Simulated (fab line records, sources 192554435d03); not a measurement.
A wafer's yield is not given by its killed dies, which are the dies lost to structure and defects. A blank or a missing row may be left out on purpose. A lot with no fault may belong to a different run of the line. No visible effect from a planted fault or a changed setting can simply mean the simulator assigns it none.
2 desks looking at one fault :: flow n5-finfet :: every desk sees just its own numbers, and what lay behind them comes last

TOOL OWNER'S DESK, rie-si-01
The tool's own readings at N5_FIN_SAQP_FIN_ETCH_36 (etches the open film in HBr/Cl2/O2, target depth 120 nm, time 50.4 s): means of the sampled wafers that have a number, for each lot that ran on this tool. If a lot's mean is further than 4 standard deviations from the usual mean, the lot is out of limits and carries the mark OUT (the distance appears in the brackets).
Columns: A = bias-w at N5_FIN_SAQP_FIN_ETCH_36, usual 101.9 W; B = drypump-motor-current-A at N5_FIN_SAQP_FIN_ETCH_36, usual 5.7 A; C = mfc-cl2-sccm at N5_FIN_SAQP_FIN_ETCH_36, usual 80.01 sccm; D = oes_o_777_au at N5_FIN_SAQP_FIN_ETCH_36, usual 1.015 a.u.; E = oes-product-au at N5_FIN_SAQP_FIN_ETCH_36, usual 1.012 a.u.; F = throttle-valve-pct at N5_FIN_SAQP_FIN_ETCH_36, usual 35.92 %
lot: L882
first seen here: day 3 20:58
A: 92.1 (-28) OUT
B: 6.0
C: 80.05
D: 1.006
E: 0.982
F: 35.99

lot: L885
first seen here: day 4 14:17
A: 92.2 (-28) OUT
B: 6.0
C: 80.16
D: 1.002
E: 0.980
F: 36.00

lot: L896
first seen here: day 7 13:02
A: 102.0
B: 6.1
C: 79.86
D: 1.007
E: 1.007
F: 35.97

lot: L898
first seen here: day 7 21:05
A: 102.2
B: 6.3
C: 79.96
D: 1.010
E: 1.017
F: 36.24
This desk finds L882, L885 out of limits, L882 being first, at day 3 20:58 (bias-w at N5_FIN_SAQP_FIN_ETCH_36). In limits: L896, L898.

METROLOGY DESK
Means of the sampled wafers that have a number, per lot and without regard to the tool the lot ran on: this is what the gauges read. If a lot's mean is further than 4 standard deviations from the usual mean, the lot is out of limits and carries the mark OUT (the distance appears in the brackets).
Columns: A = cd-nm at N5_FIN_SAQP_CD_MEAS_31, usual 8.15 nm; B = trench-depth-nm at N5_FIN_SAQP_OCD_MEAS_76, usual 120.4 nm
lot: L876
first seen here: day 2 07:16
A: 8.20
B: 122.1

lot: L882
first seen here: day 3 20:38
A: 7.99
B: 118.4

lot: L885
first seen here: day 4 13:57
A: 8.01
B: 117.8

lot: L887
first seen here: day 5 01:29
A: 8.29
B: 121.8

lot: L888
first seen here: day 5 08:40
A: 8.19
B: 120.0

lot: L891
first seen here: day 6 01:56
A: 8.03
B: 120.9

lot: L895
first seen here: day 7 07:05
A: 8.15
B: 121.2

lot: L896
first seen here: day 7 12:34
A: 8.33
B: 119.3

lot: L897
first seen here: day 7 17:10
A: 8.42
B: 120.5

lot: L898
first seen here: day 7 20:45
A: 8.09
B: 119.4
This desk's verdict: no lot among the 10 shows anything out of limits.

PUT TOGETHER
On L882, L885, at day 3 20:58, an alarm was possible from the tool owner's desk.
Metrology desk: nothing out of limits seen.
The metrology desk has L882, L885 on record, within its limits.
All the named lots went through N5_FIN_SAQP_FIN_ETCH_36 on rie-si-01.

WHAT THE SIMULATOR HAD INSERTED
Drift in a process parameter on rie-si-01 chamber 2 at N5_FIN_SAQP_FIN_ETCH_36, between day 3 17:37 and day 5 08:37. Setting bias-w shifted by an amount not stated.
Lots struck among those shown: L882, L885.
Delay in hours, fault start to first out-of-limits reading, by desk: the tool owner's desk at 3.
